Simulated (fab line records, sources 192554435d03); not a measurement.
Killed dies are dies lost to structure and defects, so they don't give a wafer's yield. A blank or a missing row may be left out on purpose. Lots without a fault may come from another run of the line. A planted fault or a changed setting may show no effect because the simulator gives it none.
Chamber matching | flow n5_finfet | N5_BEOL_M11_ETCH_61 on rie_diel-05: 4 sister chambers
The step etches SiARC in CF4, target depth 39 nm, time 65 s. 8 wafers are shown with their chamber, then 7 later ones without.

WAFERS WITH THEIR CHAMBER
wafer  | chamber | drypump_motor_current_A (A) | throttle_valve_pct (%)
L075.4 | 0       | 4.9                         | 15.94
L075.5 | 0       | 4.9                         | 15.95
L080.3 | 3       | 5.4                         | 15.43
L080.6 | 1       | 4.9                         | 15.37
L082.4 | 3       | 5.4                         | 15.46
L082.5 | 2       | 5.8                         | 15.97
L087.2 | 1       | 4.9                         | 15.39
L087.4 | 2       | 5.9                         | 15.97

WAFERS WITHOUT THEIR CHAMBER
wafer  | drypump_motor_current_A (A) | throttle_valve_pct (%)
L087.5 | 5.4                         | 15.46
L088.2 | 5.4                         | 15.47
L088.3 | 5.0                         | 15.42
L088.5 | 5.8                         | 16.00
L090.2 | 5.4                         | 15.48
L090.3 | 4.9                         | 15.42
L090.4 | 5.4                         | 15.48

WHICH CHAMBER EACH WENT THROUGH
wafer  | from the rows above | in truth
L087.5 | 3                   | 3
L088.2 | 3                   | 3
L088.3 | 1                   | 1
L088.5 | 2                   | 2
L090.2 | 3                   | 3
L090.3 | 1                   | 1
L090.4 | 3                   | 3
Placed correctly: 7 of 7. Can't be placed from these rows: 0. Placed wrongly: 0.
How it was worked out, from the rows above alone: a wafer's distance from a chamber is the root of the sum, over the readings, of the square of ((its reading less the chamber's mean) divided by the reading's scatter). The wafer belongs to the nearest chamber; if the next one is less than 2 further off, it can't be placed. A chamber's mean is the mean of its shown wafers. The scatter: the root of (the sum of the squares of (reading less its chamber's mean) over the shown wafers, divided by (wafers less chambers)).
